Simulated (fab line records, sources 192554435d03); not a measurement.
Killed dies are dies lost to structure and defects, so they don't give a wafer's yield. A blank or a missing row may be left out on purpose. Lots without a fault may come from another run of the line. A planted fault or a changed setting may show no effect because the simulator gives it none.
Which tool did it? | flow n5_finfet | 24 lots, 72 wafers sampled, at 6 steps of a route of 1938

WHAT THE GAUGES READ, wafer by wafer
The record holds no reading of a measuring or inspecting step that can be judged against a usual standard deviation.

WHICH TOOL RAN EACH LOT (tool, then ch and the chambers of the sampled wafers, then the start)
lot  | N5_BEOL_M4_SPUTTER_96        | N5_BEOL_M4_CO_CAP_55             | N5_BEOL_M5_DESCUM_16               | N5_BEOL_M5_ALD_86                   | N5_BEOL_M5_SPUTTER_81        | N5_BEOL_M5_ANNEAL_51
L074 | pvd_sputter-03, day 8 14:22  | cvd_co-02 ch 0,1,2, day 8 15:16  | rie_diel-02 ch 1,2, day 9 20:27    | ald_metal-04 ch 0,3, day 10 00:22   | pvd_sputter-03, day 10 02:01 | rtp_anneal-02 ch 0, day 10 05:32
L075 | pvd_sputter-02, day 10 08:51 | cvd_co-01 ch 0,1,2, day 10 11:23 | rie_diel-05 ch 0,2, day 10 14:32   | ald_metal-04 ch 0,2,3, day 10 16:42 | pvd_sputter-03, day 10 18:14 | rtp_anneal-01 ch 0, day 10 21:44
L077 | pvd_sputter-02, day 10 18:04 | cvd_co-01 ch 0,1, day 10 18:56   | rie_diel-05 ch 1,3, day 10 22:42   | ald_metal-03 ch 1,3, day 11 01:20   | pvd_sputter-01, day 11 02:56 | rtp_anneal-01 ch 0, day 11 06:24
L078 | pvd_sputter-02, day 11 00:32 | cvd_co-01 ch 1,2, day 11 01:25   | rie_diel-05 ch 0,1,3, day 11 05:13 | ald_metal-03 ch 0,3, day 11 07:37   | pvd_sputter-03, day 11 09:09 | rtp_anneal-01 ch 0, day 11 12:37
L076 | pvd_sputter-01, day 11 01:09 | cvd_co-01 ch 0,1,2, day 11 02:01 | rie_diel-03 ch 1,2,3, day 11 05:17 | ald_metal-04 ch 0,1,2, day 11 07:38 | pvd_sputter-02, day 11 09:12 | rtp_anneal-02 ch 0, day 11 12:40
L079 | pvd_sputter-01, day 11 10:00 | cvd_co-01 ch 0,2, day 11 10:52   | rie_diel-02 ch 0,1, day 11 13:52   | ald_metal-04 ch 1,2, day 11 16:36   | pvd_sputter-02, day 11 18:10 | rtp_anneal-01 ch 0, day 11 21:50
L081 | pvd_sputter-01, day 11 13:43 | cvd_co-02 ch 0,1, day 11 14:36   | rie_diel-02 ch 0,2,3, day 11 17:06 | ald_metal-02 ch 0,2,3, day 11 21:19 | pvd_sputter-02, day 11 23:10 | rtp_anneal-02 ch 0, day 12 03:01
L080 | pvd_sputter-01, day 11 15:54 | cvd_co-01 ch 1,2, day 11 16:46   | rie_diel-03 ch 0,3, day 11 21:44   | ald_metal-03 ch 1,2, day 12 01:52   | pvd_sputter-02, day 12 03:46 | rtp_anneal-01 ch 0, day 12 07:19
L082 | pvd_sputter-03, day 11 16:04 | cvd_co-01 ch 0,1,2, day 11 17:06 | rie_diel-05 ch 0,2,3, day 11 21:33 | ald_metal-03 ch 0,1,2, day 12 01:22 | pvd_sputter-03, day 12 03:19 | rtp_anneal-01 ch 0, day 12 06:50
L083 | pvd_sputter-01, day 12 00:05 | cvd_co-01 ch 0,2, day 12 01:04   | rie_diel-02 ch 0,1,2, day 12 03:55 | ald_metal-04 ch 0,3, day 12 06:23   | pvd_sputter-01, day 12 08:06 | rtp_anneal-01 ch 0, day 12 11:34
L084 | pvd_sputter-03, day 12 00:41 | cvd_co-01 ch 0,1, day 12 01:45   | rie_diel-03 ch 0,1,3, day 12 04:37 | ald_metal-03 ch 0,2,3, day 12 07:20 | pvd_sputter-02, day 12 08:55 | rtp_anneal-01 ch 0, day 12 12:24
L085 | pvd_sputter-01, day 12 22:23 | cvd_co-02 ch 1,2, day 12 23:22   | rie_diel-02 ch 2,3, day 13 03:08   | ald_metal-02 ch 0,1,3, day 13 05:21 | pvd_sputter-02, day 13 07:13 | rtp_anneal-02 ch 0, day 13 10:43
L086 | pvd_sputter-02, day 13 00:56 | cvd_co-02 ch 0,1,2, day 13 01:48 | rie_diel-05 ch 0,1, day 13 04:10   | ald_metal-02 ch 0,2,3, day 13 09:20 | pvd_sputter-01, day 13 11:02 | rtp_anneal-01 ch 0, day 13 14:31
L087 | pvd_sputter-01, day 13 01:22 | cvd_co-02 ch 0,1, day 13 02:14   | rie_diel-02 ch 0,3, day 13 04:37   | ald_metal-03 ch 1,2,3, day 13 09:22 | pvd_sputter-03, day 13 11:13 | rtp_anneal-02 ch 0, day 13 14:44
L088 | pvd_sputter-03, day 13 01:34 | cvd_co-02 ch 0,1,2, day 13 02:34 | rie_diel-05 ch 0,1,2, day 13 05:14 | ald_metal-04 ch 0,1,3, day 13 09:24 | pvd_sputter-02, day 13 11:38 | rtp_anneal-01 ch 0, day 13 15:09
L089 | pvd_sputter-01, day 13 23:11 | cvd_co-02 ch 0,1,2, day 14 00:03 | rie_diel-03 ch 2,3, day 14 03:01   | ald_metal-03 ch 1,2,3, day 14 05:46 | pvd_sputter-03, day 14 07:23 | rtp_anneal-01 ch 0, day 14 10:53
L090 | pvd_sputter-01, day 14 07:10 | cvd_co-02 ch 0,1,2, day 14 08:03 | rie_diel-05 ch 1,2,3, day 14 12:01 | ald_metal-02 ch 0,1,3, day 14 17:39 | pvd_sputter-02, day 14 19:13 | rtp_anneal-01 ch 0, day 14 22:41
L092 | pvd_sputter-01, day 14 10:37 | cvd_co-01 ch 0,1,2, day 14 11:30 | rie_diel-05 ch 2,3, day 14 15:14   | ald_metal-03 ch 0,1,2, day 14 19:50 | pvd_sputter-03, day 14 21:32 | rtp_anneal-02 ch 0, day 15 01:11
L093 | pvd_sputter-02, day 14 11:03 | cvd_co-02 ch 0,1,2, day 14 11:55 | rie_diel-05 ch 1,2,3, day 14 15:39 | ald_metal-02 ch 0,1,3, day 14 19:40 | pvd_sputter-01, day 14 21:31 | rtp_anneal-01 ch 0, day 15 01:04
L091 | pvd_sputter-01, day 14 12:28 | cvd_co-02 ch 0,1,2, day 14 13:27 | rie_diel-02 ch 0,2,3, day 14 20:38 | ald_metal-03 ch 0,2, day 15 03:22   | pvd_sputter-02, day 15 05:04 | rtp_anneal-02 ch 0, day 15 09:16
L096 | pvd_sputter-02, day 15 20:46 | cvd_co-02 ch 0,1,2, day 15 21:38 | rie_diel-05 ch 0,1,3, day 16 01:24 | ald_metal-02 ch 0,1,2, day 16 03:48 | pvd_sputter-03, day 16 05:31 | rtp_anneal-02 ch 0, day 16 08:59
L095 | pvd_sputter-02, day 16 00:25 | cvd_co-01 ch 0,1,2, day 16 01:18 | rie_diel-05 ch 1,2,3, day 16 04:11 | ald_metal-04 ch 1,2,3, day 16 09:08 | pvd_sputter-03, day 16 10:55 | rtp_anneal-02 ch 0, day 16 14:44
L094 | pvd_sputter-01, day 16 03:25 | cvd_co-01 ch 1,2, day 16 04:18   | rie_diel-05 ch 0,1,3, day 16 09:13 | ald_metal-04 ch 0,2, day 16 13:40   | pvd_sputter-02, day 16 15:35 | rtp_anneal-02 ch 0, day 16 19:03
L097 | pvd_sputter-02, day 16 06:18 | cvd_co-02 ch 0,1,2, day 16 07:12 | rie_diel-05 ch 0,1, day 16 09:56   | ald_metal-03 ch 0,2,3, day 16 13:49 | pvd_sputter-03, day 16 15:40 | rtp_anneal-02 ch 0, day 16 19:28
- N5_BEOL_M4_SPUTTER_96: material Cu, target thk 4.5 nm, time 8.29 s.
- N5_BEOL_M4_CO_CAP_55: material Co, precursor CCTBA/H2, target thk 2 nm, time 102.1 s.
- N5_BEOL_M5_DESCUM_16: chemistry O2, time 7 s.
- N5_BEOL_M5_ALD_86: deposits TaN, pulse time 2 s, purge time 3 s, co reactant purge time 2 s.
- N5_BEOL_M5_SPUTTER_81: material Cu, target thk 15 nm, time 27.62 s.
- N5_BEOL_M5_ANNEAL_51: time 90 s.

WHAT THE TOOLS THEMSELVES READ (means of the sampled wafers that have a number; where no wafer has one, the mark that the record gives instead)
N5_BEOL_M4_SPUTTER_96. Usual: throttle_valve_pct 29.7 %, standard deviation 1.1.
lot  | tool           | throttle_valve_pct (%) | flag
L074 | pvd_sputter-03 | 29.2                   |
L075 | pvd_sputter-02 | 30.5                   |
L077 | pvd_sputter-02 | 30.4                   |
L078 | pvd_sputter-02 | 30.5                   |
L076 | pvd_sputter-01 | 29.0                   |
L079 | pvd_sputter-01 | 29.7                   |
L081 | pvd_sputter-01 | 29.2                   |
L080 | pvd_sputter-01 | 29.7                   |
L082 | pvd_sputter-03 | 29.3                   |
L083 | pvd_sputter-01 | 30.2                   |
L084 | pvd_sputter-03 | 29.3                   |
L085 | pvd_sputter-01 | 29.6                   |
L086 | pvd_sputter-02 | 30.0                   |
L087 | pvd_sputter-01 | 29.3                   |
L088 | pvd_sputter-03 | 28.2                   |
L089 | pvd_sputter-01 | 29.4                   |
L090 | pvd_sputter-01 | 30.4                   |
L092 | pvd_sputter-01 | 29.9                   |
L093 | pvd_sputter-02 | 30.4                   |
L091 | pvd_sputter-01 | 30.7                   |
L096 | pvd_sputter-02 | 30.0                   |
L095 | pvd_sputter-02 | 29.5                   |
L094 | pvd_sputter-01 | 29.0                   |
L097 | pvd_sputter-02 | 30.6                   |

N5_BEOL_M4_CO_CAP_55. Usual: heater_power_w 236 W, standard deviation 21.
lot  | tool      | heater_power_w (W) | flag
L074 | cvd_co-02 | 236                |
L075 | cvd_co-01 | 235                |
L077 | cvd_co-01 | 232                |
L078 | cvd_co-01 | 238                |
L076 | cvd_co-01 | 235                |
L079 | cvd_co-01 | 228                |
L081 | cvd_co-02 | 263                |
L080 | cvd_co-01 | 239                |
L082 | cvd_co-01 | 233                |
L083 | cvd_co-01 | 226                |
L084 | cvd_co-01 | 233                |
L085 | cvd_co-02 | 230                |
L086 | cvd_co-02 | 235                |
L087 | cvd_co-02 | 245                |
L088 | cvd_co-02 | 244                |
L089 | cvd_co-02 | 233                |
L090 | cvd_co-02 | 237                |
L092 | cvd_co-01 | 235                |
L093 | cvd_co-02 | 240                |
L091 | cvd_co-02 | 238                |
L096 | cvd_co-02 | 235                |
L095 | cvd_co-01 | 234                |
L094 | cvd_co-01 | 243                |
L097 | cvd_co-02 | 234                |

N5_BEOL_M5_DESCUM_16. Usual: drypump_motor_current_A 5.8 A, standard deviation 0.43; oes_product_au 0.80 a.u., standard deviation 0.092; rf_vpp_V 242.7 V, standard deviation 1.2; showerhead_plenum_p_Torr 2.07 Torr, standard deviation 0.055; throttle_valve_pct 20.48 %, standard deviation 0.19.
lot  | tool        | drypump_motor_current_A (A) | oes_product_au (a.u.) | rf_vpp_V (V) | showerhead_plenum_p_Torr (Torr) | throttle_valve_pct (%) | flag
L074 | rie_diel-02 | 5.7                         | 0.79                  | 242.3        | 2.02                            | 20.63                  |
L075 | rie_diel-05 | 5.9                         | 0.77                  | 242.5        | 2.07                            | 20.35                  |
L077 | rie_diel-05 | 6.1                         | 0.81                  | 242.2        | 2.10                            | 20.53                  |
L078 | rie_diel-05 | 5.9                         | 0.77                  | 243.1        | 2.10                            | 20.41                  |
L076 | rie_diel-03 | 5.7                         | 0.70                  | 243.0        | 2.08                            | 20.64                  |
L079 | rie_diel-02 | 5.3                         | 0.82                  | 242.3        | 2.05                            | 20.61                  |
L081 | rie_diel-02 | 5.6                         | 0.84                  | 242.2        | 2.06                            | 20.45                  |
L080 | rie_diel-03 | 5.6                         | 0.73                  | 244.3        | 2.17                            | 20.54                  |
L082 | rie_diel-05 | 6.1                         | 0.78                  | 242.3        | 2.06                            | 20.47                  |
L083 | rie_diel-02 | 5.5                         | 0.85                  | 242.9        | 2.06                            | 20.55                  |
L084 | rie_diel-03 | 5.7                         | 0.73                  | 243.1        | 2.14                            | 20.60                  |
L085 | rie_diel-02 | 6.0                         | 0.75                  | 241.3        | 2.01                            | 20.45                  |
L086 | rie_diel-05 | 5.6                         | 0.74                  | 243.9        | 2.09                            | 20.32                  |
L087 | rie_diel-02 | 5.2                         | 0.85                  | 243.2        | 2.09                            | 20.43                  |
L088 | rie_diel-05 | 5.8                         | 0.81                  | 243.1        | 2.08                            | 20.32                  |
L089 | rie_diel-03 | 5.6                         | 0.68                  | 242.7        | 2.10                            | 20.64                  |
L090 | rie_diel-05 | 5.9                         | 0.82                  | 242.7        | 2.08                            | 20.47                  |
L092 | rie_diel-05 | 6.3                         | 0.83                  | 242.7        | 2.05                            | 20.53                  |
L093 | rie_diel-05 | 6.0                         | 0.82                  | 242.8        | 2.08                            | 20.48                  |
L091 | rie_diel-02 | 5.6                         | 0.81                  | 241.7        | 2.05                            | 20.47                  |
L096 | rie_diel-05 | 5.9                         | 0.83                  | 243.5        | 2.08                            | 20.36                  |
L095 | rie_diel-05 | 6.0                         | 0.80                  | 242.6        | 2.07                            | 20.50                  |
L094 | rie_diel-05 | 5.8                         | 0.82                  | 243.5        | 2.08                            | 20.36                  |
L097 | rie_diel-05 | 5.6                         | 0.91                  | 242.5        | 2.08                            | 20.12                  |

N5_BEOL_M5_ALD_86. Usual: heater_power_w 415 W, standard deviation 41; precursor_vessel_pressure_torr 26.25 Torr, standard deviation 0.054.
lot  | tool         | heater_power_w (W) | precursor_vessel_pressure_torr (Torr) | flag
L074 | ald_metal-04 | 408                | 26.23                                 |
L075 | ald_metal-04 | 391                | 26.24                                 |
L077 | ald_metal-03 | 391                | 26.27                                 |
L078 | ald_metal-03 | 409                | 26.26                                 |
L076 | ald_metal-04 | 390                | 26.24                                 |
L079 | ald_metal-04 | 398                | 26.25                                 |
L081 | ald_metal-02 | 456                | 26.28                                 |
L080 | ald_metal-03 | 381                | 26.18                                 |
L082 | ald_metal-03 | 393                | 26.20                                 |
L083 | ald_metal-04 | 413                | 26.23                                 |
L084 | ald_metal-03 | 408                | 26.24                                 |
L085 | ald_metal-02 | 450                | 26.24                                 |
L086 | ald_metal-02 | 456                | 26.29                                 |
L087 | ald_metal-03 | 385                | 26.23                                 |
L088 | ald_metal-04 | 416                | 26.30                                 |
L089 | ald_metal-03 | 382                | 26.31                                 |
L090 | ald_metal-02 | 455                | 26.25                                 |
L092 | ald_metal-03 | 392                | 26.20                                 |
L093 | ald_metal-02 | 447                | 26.30                                 |
L091 | ald_metal-03 | 407                | 26.23                                 |
L096 | ald_metal-02 | 474                | 26.23                                 |
L095 | ald_metal-04 | 416                | 26.26                                 |
L094 | ald_metal-04 | 373                | 26.21                                 |
L097 | ald_metal-03 | 411                | 26.26                                 |

N5_BEOL_M5_SPUTTER_81. Usual: throttle_valve_pct 29.6 %, standard deviation 1.1.
lot  | tool           | throttle_valve_pct (%) | flag
L074 | pvd_sputter-03 | 29.6                   |
L075 | pvd_sputter-03 | 28.7                   |
L077 | pvd_sputter-01 | 29.8                   |
L078 | pvd_sputter-03 | 28.2                   |
L076 | pvd_sputter-02 | 30.1                   |
L079 | pvd_sputter-02 | 29.9                   |
L081 | pvd_sputter-02 | 30.2                   |
L080 | pvd_sputter-02 | 29.6                   |
L082 | pvd_sputter-03 | 28.8                   |
L083 | pvd_sputter-01 | 29.4                   |
L084 | pvd_sputter-02 | 29.7                   |
L085 | pvd_sputter-02 | 29.7                   |
L086 | pvd_sputter-01 | 30.4                   |
L087 | pvd_sputter-03 | 28.8                   |
L088 | pvd_sputter-02 | 29.2                   |
L089 | pvd_sputter-03 | 28.7                   |
L090 | pvd_sputter-02 | 30.3                   |
L092 | pvd_sputter-03 | 28.3                   |
L093 | pvd_sputter-01 | 30.1                   |
L091 | pvd_sputter-02 | 29.6                   |
L096 | pvd_sputter-03 | 28.7                   |
L095 | pvd_sputter-03 | 29.7                   |
L094 | pvd_sputter-02 | 30.6                   |
L097 | pvd_sputter-03 | 29.3                   |

N5_BEOL_M5_ANNEAL_51. Usual: wafer_temp_C_max 225.7, standard deviation 0.31.
lot  | tool          | wafer_temp_C_max | flag
L074 | rtp_anneal-02 | 226.0            |
L075 | rtp_anneal-01 | 225.3            |
L077 | rtp_anneal-01 | 225.5            |
L078 | rtp_anneal-01 | 225.3            |
L076 | rtp_anneal-02 | 225.9            |
L079 | rtp_anneal-01 | 225.4            |
L081 | rtp_anneal-02 | 226.0            |
L080 | rtp_anneal-01 | 225.6            |
L082 | rtp_anneal-01 | 225.6            |
L083 | rtp_anneal-01 | 225.5            |
L084 | rtp_anneal-01 | 225.8            |
L085 | rtp_anneal-02 | 226.2            |
L086 | rtp_anneal-01 | 225.4            |
L087 | rtp_anneal-02 | 225.9            |
L088 | rtp_anneal-01 | 225.4            |
L089 | rtp_anneal-01 | 225.4            |
L090 | rtp_anneal-01 | 225.6            |
L092 | rtp_anneal-02 | 226.0            |
L093 | rtp_anneal-01 | 225.4            |
L091 | rtp_anneal-02 | 225.8            |
L096 | rtp_anneal-02 | 225.9            |
L095 | rtp_anneal-02 | 225.8            |
L094 | rtp_anneal-02 | 225.7            |
L097 | rtp_anneal-02 | 226.2            |

THE ANSWER, worked out from the rows above alone
Rule: a lot is off if the mean of its wafers that have a number lies more than 3 standard deviations from the usual mean. A lot without any number at a reading at which 4 lots or more have one is off too. The other lots that the step has rows for count as sound. The gauges are gone through in route order, then the tools' own readings, and for those a lot's mean is taken as printed above. The first step at which some lot is off is used, and at that step the reading that is off furthest; a lot without a number counts as furthest.
No lot is off at any reading shown: from this, nothing can be told.

WHAT THE SIMULATOR HAD PUT IN
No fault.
